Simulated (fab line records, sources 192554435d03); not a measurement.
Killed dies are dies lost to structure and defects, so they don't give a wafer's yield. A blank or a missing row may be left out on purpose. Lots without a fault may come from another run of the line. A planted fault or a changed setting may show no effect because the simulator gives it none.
fab line records | flow n5_finfet
record lots=7 wafers=21
route steps=1938 shown BEOL_M14@1744 BEOL_M15@1800 MIM_BOT_ETCH@1868 PASSIVATION@1910
start_h: hours from the record's first day to the start of the lot's first wafer shown | wait_h: hours since the lot's step before | " the same as in the row above | L1.1+2: a row that stands for several wafers | - no value, or no start given | * or withheld: withheld | < > ~ a bound
route shown NAME@n: a module of which the file shows steps, and the number in the route of the first | usual: mean/standard deviation of fault-free wafers | same: alike in all rows | chamber/n: place in a boat | sites: the reading at each site | _std_site: their standard deviation | _edge_site: outer sites' mean less inner sites' | radius_mm: how far each site lies from the wafer's centre | mask NAME#n: copy n | behind: the tool/chamber that last shaped the wafer | hold: why the lot was held/for how many hours/how that ended | device: the transistor (n, p or np) that didn't switch | end of line: the same wafers' tests at the end of the route | a step without rows: its recipe alone | killed: dies lost to structure and defects at the first sort, not the wafer's yield | map: a wafer's dies, x killed, . not, _ none there
set.NAME: the setting as run; set.NAME@STEP: as run at that earlier step | model.NAME: the simulator's own value behind a step, which no gauge read
lots whose settings were changed on purpose; a table a step, a row a wafer
## steps
# step N5_BEOL_M14_DEVELOP_27
# recipe develop_time_s=45 rinse_liquid=diw dry=air_spin dev_temp_c=21
# columns lot.wafer tool chamber start_h wait_h set.develop_time_s
L074.1 litho_track-01 0 - - 45
L074.2+6 " 0 " " 39.14
L078.2 litho_track-02 0 - - 45
L078.3+4 " 0 " " 38.93
L080.1+3+4 litho_track-04 0 - - 45
L081.2 litho_track-02 0 - - 41.77
L081.4+5 " 0 " " 45
L091.2+4 litho_track-04 0 - - 48.88
L091.5 " 0 " " 45
L093.1+2 litho_track-01 0 - - 48.07
L093.4 " 0 " " 45
L089.1+2+3 litho_track-02 0 - - 45
# step N5_BEOL_M14_HARDBAKE_32
# recipe temp_c=130 time_s=120
# step N5_BEOL_M14_CD_MEAS_28
# recipe target_cd_nm=284.4 landing_energy_ev=500 detector=se_inlens
# usual cd_nm=284.0/1.7
# columns lot.wafer tool chamber start_h wait_h set.peb_temp_c@BEOL_M14_PEB_26 cd_nm
L074.1 cd_sem-01 0 283.67 - 130 283.1
L074.2 " 0 " " 132.4 294.8
L074.6 " 0 " " 130 282.3
L078.2 cd_sem-03 0 290.64 - 127.9 271.1
L078.3 " 0 " " 130 282.9
L078.4 " 0 " " 130 281.3
L080.1 cd_sem-01 0 305.88 - 130 285.1
L080.3 " 0 " " 130 287.4
L080.4 " 0 " " 130 285.9
L081.2 cd_sem-02 0 316.15 - 130 285.5
L081.4 " 0 " " 130 285.4
L081.5 " 0 " " 130 283.1
L091.2 cd_sem-02 0 376.91 - 130 284.8
L091.4 " 0 " " 130 286.4
L091.5 " 0 " " 130 286.6
L093.1 cd_sem-02 0 386.25 - 130 287.6
L093.2 " 0 " " 132.2 296.6
L093.4 " 0 " " 130 285.1
L089.1 cd_sem-02 0 387.82 - 130 284.0
L089.2 " 0 " " 130 285.9
L089.3 " 0 " " 128.3 271.9
# step N5_BEOL_M14_DESCUM_33
# recipe chemistry=O2 time_s=7.9 source_power_w=50 bias_power_w=20 pressure_mtorr=20 rf_frequency_hz=2.712e+07 temp_c=40 o2_flow_sccm=225
# columns lot.wafer tool chamber start_h wait_h set.peb_temp_c@BEOL_M14_PEB_26 model.BEOL_M14.cd_nm
L074.1 rie_diel-02 0 283.76 0.0 130 283.4
L074.2 " 1 " " 132.4 294.4
L074.6 " 2 " " 130 282.2
L078.2 rie_diel-04 0 290.73 0.0 127.9 271.6
L078.3 " 2 " " 130 283.2
L078.4 " 2 " " 130 281
L080.1 rie_diel-05 2 305.98 0.0 130 284.8
L080.3 " 1 " " 130 287.4
L080.4 " 2 " " 130 285.8
L081.2 rie_diel-02 2 316.24 0.0 130 285.6
L081.4 " 2 " " 130 285.8
L081.5 " 3 " " 130 283.4
L091.2 rie_diel-04 3 376.99 0.0 130 285
L091.4+5 " 1,3 " " 130 286.4
L093.1 rie_diel-04 1 386.33 0.0 130 287.4
L093.2 " 0 " " 132.2 296.6
L093.4 " 2 " " 130 285
L089.1 rie_diel-05 0 387.91 0.0 130 283.8
L089.2 " 1 " " 130 285.8
L089.3 " 3 " " 128.3 272
# step N5_BEOL_M14_ETCH_67
# recipe chemistry=CF4 target=SiARC target_depth_a=1430 time_s=238.3 ion_energy_ev=80 pressure_mtorr=40 source_w=545 bias_w=36 Ar_flow_sccm=100 cf4_flow_sccm=100 ends=cleared
# columns lot.wafer tool chamber start_h wait_h set.peb_temp_c@BEOL_M14_PEB_26 model.BEOL_M14.cd_nm
L074.1 rie_diel-02 0 283.80 0.0 130 279.2
L074.2 " 1 " " 132.4 290.6
L074.6 " 2 " " 130 278.6
L078.2 rie_diel-04 0 290.77 0.0 127.9 266.6
L078.3 " 2 " " 130 278.2
L078.4 " 2 " " 130 275.8
L080.1 rie_diel-05 2 306.02 0.0 130 280.8
L080.3 " 1 " " 130 283.4
L080.4 " 2 " " 130 282.2
L081.2 rie_diel-02 2 316.28 0.0 130 282.2
L081.4 " 2 " " 130 281.8
L081.5 " 3 " " 130 278.6
L091.2 rie_diel-04 3 377.03 0.0 130 280.2
L091.4 " 1 " " 130 281.6
L091.5 " 3 " " 130 282.4
L093.1 rie_diel-04 1 386.37 0.0 130 282.6
L093.2 " 0 " " 132.2 291.4
L093.4 " 2 " " 130 280.4
L089.1 rie_diel-05 0 387.94 0.0 130 279.4
L089.2 " 1 " " 130 281
L089.3 " 3 " " 128.3 267.6
# step N5_BEOL_M14_ETCH_68
# recipe chemistry=N2/H2 target=SOC mask_material=SiARC source_w=3000 bias_w=350 temp_c=40 time_s=450 ion_energy_ev=200 pressure_mtorr=30 n2_flow_sccm=200 h2_flow_sccm=200
# columns lot.wafer tool chamber start_h wait_h set.peb_temp_c@BEOL_M14_PEB_26 model.BEOL_M14.cd_nm
L074.1 rie_diel-02 0 283.94 0.1 130 280.2
L074.2 " 1 " " 132.4 290
L074.6 " 2 " " 130 277.4
L078.2 rie_diel-04 0 290.91 0.1 127.9 267.4
L078.3 " 2 " " 130 277.2
L078.4 " 2 " " 130 274.8
L080.1 rie_diel-05 2 306.16 0.1 130 280.2
L080.3 " 1 " " 130 285
L080.4 " 2 " " 130 282
L081.2 rie_diel-02 2 316.42 0.1 130 282.4
L081.4 " 2 " " 130 283
L081.5 " 3 " " 130 279.6
L091.2 rie_diel-04 3 377.18 0.1 130 282.4
L091.4 " 1 " " 130 278.6
L091.5 " 3 " " 130 284
L093.1 rie_diel-04 1 386.52 0.1 130 279.6
L093.2 " 0 " " 132.2 290.2
L093.4 " 2 " " 130 281.6
L089.1 rie_diel-05 0 388.09 0.1 130 280
L089.2 " 1 " " 130 282.2
L089.3 " 3 " " 128.3 267.6
# step N5_BEOL_M14_STRIP_69
# recipe chemistry=N2/H2 temp_c=40 n2_flow_sccm=200 h2_flow_sccm=200 rf_frequency_hz=6e+07
# step N5_BEOL_M14_TRENCH_ETCH_34
# recipe chemistry=C4F8/O2/Ar target=SiO2 target_depth_a=5566.5 mask_material=SOC he_inner_torr=15 he_outer_torr=30 time_s=126.9 ion_energy_ev=800 pressure_mtorr=20 source_w=1905 bias_w=2040 Ar_flow_sccm=400 C4F8_flow_sccm=16 O2_flow_sccm=12
# columns lot.wafer tool chamber start_h wait_h set.peb_temp_c@BEOL_M14_PEB_26 model.BEOL_M14.cd_nm
L074.1 rie_diel-02 0 284.22 0.0 130 280
L074.2 " 1 " " 132.4 289.8
L074.6 " 2 " " 130 277.4
L078.2 rie_diel-04 0 291.19 0.0 127.9 267.4
L078.3 " 2 " " 130 277
L078.4 " 2 " " 130 274.6
L080.1 rie_diel-05 2 306.44 0.0 130 279.8
L080.3 " 1 " " 130 284.8
L080.4 " 2 " " 130 281.8
L081.2 rie_diel-02 2 316.70 0.0 130 282.6
L081.4 " 2 " " 130 283.2
L081.5 " 3 " " 130 279.6
L091.2 rie_diel-04 3 377.45 0.0 130 282.2
L091.4 " 1 " " 130 278.4
L091.5 " 3 " " 130 283.8
L093.1 rie_diel-04 1 386.79 0.0 130 279.2
L093.2 " 0 " " 132.2 289.6
L093.4 " 2 " " 130 281.4
L089.1 rie_diel-05 0 388.36 0.0 130 279.6
L089.2 " 1 " " 130 281.8
L089.3 " 3 " " 128.3 266.8
# step N5_BEOL_M15_EXPOSE_25
# recipe mask_id=M15 na=0.8 source_shape=annular sigma_inner=0.5 sigma_outer=0.8 polarization=unpolarized target_cd_nm=400 dose_mj=35.5
# columns lot.wafer tool chamber start_h wait_h mask set.dose_mj
L074.1+2 krf_scanner-01 0 291.07 - M15#0 33.1
L074.6 " 0 " " M15#0 35.5
L078.2+3 krf_scanner-02 0 296.12 - M15#0 33.8
L078.4 " 0 " " M15#0 35.5
L080.1+3+4 krf_scanner-02 0 314.72 - M15#0 35.5
L081.2+4+5 krf_scanner-02 0 321.84 - M15#0 35.5
L091.2+4 krf_scanner-01 0 386.44 - M15#0 35.5
L091.5 " 0 " " M15#0 36.47
L093.1+2 krf_scanner-01 0 395.55 - M15#0 35.5
L093.4 " 0 " " M15#0 34.16
L089.1+2+3 krf_scanner-01 0 398.44 - M15#0 35.5
# step N5_BEOL_M15_PEB_26
# recipe peb_temp_c=130 peb_time_s=90
# columns lot.wafer tool chamber start_h wait_h set.peb_temp_c
L074.1+2 litho_track-03 0 291.13 0.1 126.6
L074.6 " 0 " " 130
L078.2+4 litho_track-01 0 296.17 0.0 130
L078.3 " 0 " " 126.8
L080.1+3+4 litho_track-01 0 314.77 0.1 130
L081.2+5 litho_track-05 0 321.89 0.0 130
L081.4 " 0 " " 131.3
L091.2 litho_track-05 0 386.49 0.0 128.3
L091.4+5 " 0 " " 130
L093.1+2+4 litho_track-05 0 395.60 0.1 130
L089.1+2 litho_track-03 0 398.49 0.1 130
L089.3 " 0 " " 132.4
# step N5_BEOL_M15_DEVELOP_27
# recipe develop_time_s=45 rinse_liquid=diw dry=air_spin dev_temp_c=21
# step N5_BEOL_M15_HARDBAKE_32
# recipe temp_c=130 time_s=120
# step N5_BEOL_M15_CD_MEAS_28
# recipe target_cd_nm=407.6 landing_energy_ev=500 detector=se_inlens
# usual cd_nm=408.1/1.8
# columns lot.wafer tool chamber start_h wait_h set.dose_mj@BEOL_M15_EXPOSE_25 set.peb_temp_c@BEOL_M15_PEB_26 cd_nm
L074.1 cd_sem-03 0 291.25 - 33.1 126.6 376.7
L074.2 " 0 " " 33.1 126.6 379.0
L074.6 " 0 " " 35.5 130 406.2
L078.2 cd_sem-03 0 296.28 - 33.8 130 404.5
L078.3 " 0 " " 33.8 126.8 381.6
L078.4 " 0 " " 35.5 130 407.0
L080.1 cd_sem-01 0 314.89 - 35.5 130 407.5
L080.3 " 0 " " 35.5 130 408.7
L080.4 " 0 " " 35.5 130 411.2
L081.2 cd_sem-03 0 322.01 - 35.5 130 411.2
L081.4 " 0 " " 35.5 131.3 416.6
L081.5 " 0 " " 35.5 130 410.8
L091.2 cd_sem-03 0 386.61 - 35.5 128.3 400.5
L091.4 " 0 " " 35.5 130 408.4
L091.5 " 0 " " 36.47 130 412.2
L093.1 cd_sem-03 0 395.72 - 35.5 130 407.6
L093.2 " 0 " " 35.5 130 407.3
L093.4 " 0 " " 34.16 130 401.5
L089.1 cd_sem-01 0 398.61 - 35.5 130 409.6
L089.2 " 0 " " 35.5 130 405.7
L089.3 " 0 " " 35.5 132.4 416.5
# step N5_BEOL_M15_DESCUM_33
# recipe chemistry=O2 time_s=7.9 source_power_w=50 bias_power_w=20 pressure_mtorr=20 rf_frequency_hz=2.712e+07 temp_c=40 o2_flow_sccm=225
# columns lot.wafer tool chamber start_h wait_h set.peb_temp_c@BEOL_M15_PEB_26 model.BEOL_M15.cd_nm
L074.1 rie_diel-01 1 291.69 0.4 126.6 377
L074.2 " 3 " " 126.6 379.2
L074.6 " 2 " " 130 406
L078.2 rie_diel-03 0 296.76 0.4 130 404.6
L078.3 " 2 " " 126.8 381.8
L078.4 " 3 " " 130 406.8
L080.1 rie_diel-03 0 314.98 0.0 130 408
L080.3 " 2 " " 130 408.2
L080.4 " 3 " " 130 410.8
L081.2 rie_diel-06 3 322.10 0.0 130 411.4
L081.4 " 2 " " 131.3 416.2
L081.5 " 0 " " 130 410.6
L091.2 rie_diel-06 0 386.71 0.1 128.3 400.2
L091.4 " 3 " " 130 408.6
L091.5 " 0 " " 130 411.8
L093.1+2 rie_diel-01 2,3 396.44 0.7 130 407.4
L093.4 " 2 " " 130 401.6
L089.1 rie_diel-06 2 399.46 0.8 130 409.2
L089.2 " 1 " " 130 405.8
L089.3 " 0 " " 132.4 416.4
# step N5_BEOL_M15_ETCH_61
# recipe chemistry=N2/H2 target=BARC target_depth_a=890 overetch_a=267 time_s=67.9 ion_energy_ev=200 pressure_mtorr=30 source_w=840 bias_w=150 n2_flow_sccm=200 h2_flow_sccm=200
# columns lot.wafer tool chamber start_h wait_h set.dose_mj@BEOL_M15_EXPOSE_25 set.peb_temp_c@BEOL_M15_PEB_26 model.BEOL_M15.cd_nm
L074.1 rie_diel-01 1 291.72 0.0 33.1 126.6 370
L074.2 " 3 " " 33.1 126.6 372.6
L074.6 " 2 " " 35.5 130 399
L078.2 rie_diel-03 0 296.79 0.0 33.8 130 396.6
L078.3 " 2 " " 33.8 126.8 375.2
L078.4 " 3 " " 35.5 130 399.4
L080.1 rie_diel-03 0 315.01 0.0 35.5 130 400.4
L080.3 " 2 " " 35.5 130 402
L080.4 " 3 " " 35.5 130 404.2
L081.2 rie_diel-06 3 322.13 0.0 35.5 130 403.4
L081.4 " 2 " " 35.5 131.3 408.8
L081.5 " 0 " " 35.5 130 402.8
L091.2 rie_diel-06 0 386.75 0.0 35.5 128.3 393.6
L091.4 " 3 " " 35.5 130 400.2
L091.5 " 0 " " 36.47 130 405.2
L093.1 rie_diel-01 2 396.48 0.0 35.5 130 400.4
L093.2 " 3 " " 35.5 130 399.8
L093.4 " 2 " " 34.16 130 395
L089.1 rie_diel-06 2 399.50 0.0 35.5 130 401.2
L089.2 " 1 " " 35.5 130 398
L089.3 " 0 " " 35.5 132.4 408.8
# step N5_BEOL_M15_TRENCH_ETCH_34
# recipe chemistry=C4F8/O2/Ar target=SiO2 target_depth_a=8729.3 he_inner_torr=15 he_outer_torr=30 time_s=199 ion_energy_ev=800 pressure_mtorr=20 source_w=1905 bias_w=2040 Ar_flow_sccm=400 C4F8_flow_sccm=16 O2_flow_sccm=12
# columns lot.wafer tool chamber start_h wait_h set.dose_mj@BEOL_M15_EXPOSE_25 set.peb_temp_c@BEOL_M15_PEB_26 model.BEOL_M15.cd_nm
L074.1 rie_diel-01 1 291.77 0.0 33.1 126.6 369
L074.2 " 3 " " 33.1 126.6 372
L074.6 " 2 " " 35.5 130 398.6
L078.2 rie_diel-03 0 296.84 0.0 33.8 130 397
L078.3 " 2 " " 33.8 126.8 375.2
L078.4 " 3 " " 35.5 130 399.2
L080.1 rie_diel-03 0 315.07 0.0 35.5 130 400.4
L080.3 " 2 " " 35.5 130 402
L080.4 " 3 " " 35.5 130 404.2
L081.2 rie_diel-06 3 322.18 0.0 35.5 130 404
L081.4 " 2 " " 35.5 131.3 409.2
L081.5 " 0 " " 35.5 130 402.8
L091.2 rie_diel-06 0 386.80 0.0 35.5 128.3 393.8
L091.4 " 3 " " 35.5 130 400.2
L091.5 " 0 " " 36.47 130 405.6
L093.1 rie_diel-01 2 396.53 0.0 35.5 130 400
L093.2 " 3 " " 35.5 130 400.2
L093.4 " 2 " " 34.16 130 395
L089.1 rie_diel-06 2 399.55 0.0 35.5 130 400.6
L089.2 " 1 " " 35.5 130 398.4
L089.3 " 0 " " 35.5 132.4 408.8
# step N5_BEOL_M15_STRIP_36
# recipe chemistry=O2 power_w=600 temp_c=60 pressure_mtorr=30 rf_frequency_hz=6e+07 bias_power_w=0 overash_fraction=0.3 o2_flow_sccm=225
# step N5_BEOL_M15_STRIP_62
# recipe chemistry=O2 power_w=600 temp_c=60 pressure_mtorr=30 rf_frequency_hz=6e+07 bias_power_w=0 overash_fraction=0.3 o2_flow_sccm=225
# step N5_BEOL_M15_STRIP_37
# recipe chemistry=O2 power_w=600 temp_c=60 pressure_mtorr=30 rf_frequency_hz=6e+07 bias_power_w=0 overash_fraction=0.3 o2_flow_sccm=225
# step N5_BEOL_M15_ETCH_38
# recipe chemistry=CF4/N2 target=SiCN target_depth_a=1064 taper_deg=2 time_s=120.5 ion_energy_ev=150 mask_material=SiO2 pressure_mtorr=40 source_w=430 bias_w=70 Ar_flow_sccm=100 cf4_flow_sccm=60 n2_flow_sccm=60
# columns lot.wafer tool chamber start_h wait_h set.dose_mj@BEOL_M15_EXPOSE_25 set.peb_temp_c@BEOL_M15_PEB_26 model.BEOL_M15.cd_nm
L074.1 rie_diel-06 2 - - 33.1 126.6 369
L074.2 " 0 " " 33.1 126.6 372
L074.6 " 1 " " 35.5 130 398.4
L078.2 rie_diel-03 3 - - 33.8 130 397
L078.3 " 1 " " 33.8 126.8 375.4
L078.4 " 2 " " 35.5 130 399.4
L080.1 rie_diel-06 2 - - 35.5 130 400.4
L080.3 " 1 " " 35.5 130 402
L080.4 " 0 " " 35.5 130 404.2
L081.2 rie_diel-01 1 - - 35.5 130 404
L081.4 " 2 " " 35.5 131.3 409.2
L081.5 " 0 " " 35.5 130 402.6
L091.2 rie_diel-01 0 - - 35.5 128.3 393.6
L091.4 " 2 " " 35.5 130 400
L091.5 " 3 " " 36.47 130 405.4
L093.1 rie_diel-01 3 - - 35.5 130 400
L093.2 " 2 " " 35.5 130 400.2
L093.4 " 0 " " 34.16 130 394.8
L089.1 rie_diel-01 2 - - 35.5 130 400.6
L089.2 " 0 " " 35.5 130 398.2
L089.3 " 3 " " 35.5 132.4 408.8
# step N5_MIM_BOT_ETCH_ETCH_00
# recipe chemistry=Cl2/BCl3 target=TiN target_depth_a=455 ion_energy_ev=150 pressure_mtorr=10 icp_w=1000 bias_w=126 Cl2_flow_sccm=53.25 bcl3_flow_sccm=21.75 Ar_flow_sccm=25
# columns lot.wafer tool chamber start_h wait_h set.icp_w model.etch.depth_nm
L074.1 rie_metal-03 1 308.32 0.1 1000 46.6
L074.2 " 0 " " 1000 45.71
L074.6 " 1 " " 1000 46.87
L078.2 rie_metal-02 0 313.61 0.1 1075 47.42
L078.3 " 0 " " 1000 44.22
L078.4 " 1 " " 1075 46.98
L080.1 rie_metal-02 0 324.48 0.1 1000 44.32
L080.3 " 1 " " 1000 44.69
L080.4 " 0 " " 1000 44.22
L081.2 rie_metal-02 0 333.16 0.1 1000 44.36
L081.4 " 0 " " 1000 44.48
L081.5 " 1 " " 1094 48.66
L091.2 rie_metal-03 0 400.17 0.2 944.9 43.78
L091.4 " 0 " " 1000 45.63
L091.5 " 0 " " 1000 45.87
L093.1 rie_metal-02 1 407.95 0.1 1000 44.72
L093.2 " 0 " " 1000 44.74
L093.4 " 0 " " 1000 44.12
L089.1 rie_metal-01 1 407.99 0.1 879 40.39
L089.2 " 0 " " 1000 45.59
L089.3 " 1 " " 879 40.27
# step N5_PASSIVATION_ETCH_59
# recipe chemistry=Cl2/BCl3 target=TaN target_depth_a=650 time_s=34.9 ion_energy_ev=100 pressure_mtorr=10 icp_w=900 bias_w=100 Cl2_flow_sccm=60 bcl3_flow_sccm=30
# columns lot.wafer tool chamber start_h wait_h set.time_s model.etch.depth_nm
L074.1 rie_metal-03 0 312.44 0.3 30.18 57.43
L074.2 " 1 " " 30.18 58.01
L074.6 " 1 " " 30.18 57.9
L078.2 rie_metal-03 1 318.37 0.3 34.9 66.68
L078.3 " 1 " " 34.9 66.54
L078.4 " 0 " " 34.9 65.92
L080.1 rie_metal-02 1 332.98 0.3 34.9 64.23
L080.3 " 1 " " 34.9 64.38
L080.4 " 0 " " 34.9 63.27
L081.2 rie_metal-02 0 349.24 0.3 34.9 63.99
L081.4 " 1 " " 38.09 69.53
L081.5 " 0 " " 34.9 63.59
L091.2 rie_metal-02 1 404.10 0.3 34.9 63.94
L091.4 " 0 " " 40.86 74.16
L091.5 " 0 " " 34.9 62.97
L089.1 rie_metal-01 1 413.56 0.3 34.9 64.2
L089.2 " 0 " " 34.9 65.74
L089.3 " 1 " " 34.9 64.29
L093.1 rie_metal-03 1 414.17 0.7 30.49 57.91
L093.2 " 1 " " 34.9 67.01
L093.4 " 1 " " 30.49 58.66
# step N5_PASSIVATION_PECVD_53
# recipe material=SiO2 target_thk_a=8000 temp_c=400 precursor=TEOS/O2 pressure_torr=6.5 rf_w=withheld teos_flow_sccm=withheld gas=O2 flow_sccm=2650 time_s=169.4
# columns lot.wafer tool chamber start_h wait_h set.temp_c model.SiO2_of_PASSIVATION_PECVD_53.thk_nm
L074.1 pecvd-01 1 313.05 0.0 400 780.4
L074.2 " 2 " " 400 794.6
L074.6 " 2 " " 415.8 732.4
L078.2 pecvd-02 0 319.03 0.0 400 783.6
L078.3 " 2 " " 416 714
L078.4 " 2 " " 400 814.8
L080.1 pecvd-04 0 333.60 0.0 400 805.2
L080.3 " 1 " " 400 799.6
L080.4 " 0 " " 400 822.6
L081.2 pecvd-04 0 349.91 0.0 400 802.8
L081.4 " 0 " " 400 810
L081.5 " 2 " " 400 816.6
L091.2 pecvd-04 2 405.22 0.0 400 784.6
L091.4 " 0 " " 400 803.8
L091.5 " 2 " " 400 792
L089.1 pecvd-04 2 414.35 0.0 400 796.6
L089.2 " 1 " " 416.9 708.8
L089.3 " 0 " " 416.9 706.6
L093.1 pecvd-01 1 414.88 0.0 400 796
L093.2 " 0 " " 400 803
L093.4 " 1 " " 416.2 721.2
## key
split step=N5_BEOL_M14_DEVELOP_27 setting=develop_time_s stated=45 by=wafer
response none clear
split step=N5_BEOL_M15_EXPOSE_25 setting=dose_mj stated=35.5 by=wafer
response step=N5_BEOL_M15_CD_MEAS_28 reading=cd_nm slope=+1.37 per=1% together_with=peb_temp_c@BEOL_M15_PEB_26 explained=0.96
response step=N5_BEOL_M15_ETCH_61 reading=model.BEOL_M15.cd_nm slope=+1.35 per=1% together_with=peb_temp_c@BEOL_M15_PEB_26 explained=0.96
response step=N5_BEOL_M15_TRENCH_ETCH_34 reading=model.BEOL_M15.cd_nm slope=+1.34 per=1% together_with=peb_temp_c@BEOL_M15_PEB_26 explained=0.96
response step=N5_BEOL_M15_ETCH_38 reading=model.BEOL_M15.cd_nm slope=+1.35 per=1% together_with=peb_temp_c@BEOL_M15_PEB_26 explained=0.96
split step=N5_BEOL_M15_PEB_26 setting=peb_temp_c stated=130 by=wafer
response step=N5_BEOL_M15_CD_MEAS_28 reading=cd_nm change=+8.84 per=1% r=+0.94
response step=N5_BEOL_M15_DESCUM_33 reading=model.BEOL_M15.cd_nm change=+8.76 per=1% r=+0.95
response step=N5_BEOL_M15_ETCH_61 reading=model.BEOL_M15.cd_nm change=+8.58 per=1% r=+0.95
response step=N5_BEOL_M15_TRENCH_ETCH_34 reading=model.BEOL_M15.cd_nm change=+8.66 per=1% r=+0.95
response step=N5_BEOL_M15_ETCH_38 reading=model.BEOL_M15.cd_nm slope=+6.84 per=1% together_with=dose_mj@BEOL_M15_EXPOSE_25 explained=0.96
split step=N5_MIM_BOT_ETCH_ETCH_00 setting=icp_w stated=1000 by=wafer
response step=N5_MIM_BOT_ETCH_ETCH_00 reading=model.etch.depth_nm change=+0.425 per=1% r=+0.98
split step=N5_PASSIVATION_ETCH_59 setting=time_s stated=34.9 by=wafer
response step=N5_PASSIVATION_ETCH_59 reading=model.etch.depth_nm change=+0.646 per=1% r=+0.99
split step=N5_PASSIVATION_PECVD_53 setting=temp_c stated=400 by=wafer
response step=N5_PASSIVATION_PECVD_53 reading=model.SiO2_of_PASSIVATION_PECVD_53.thk_nm change=-19 per=1% r=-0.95
split outside_this_file step=N5_BEOL_M14_PEB_26 setting=peb_temp_c
# split outside_this_file: this setting was split too, and the file shows its column; the key of that split is in another file
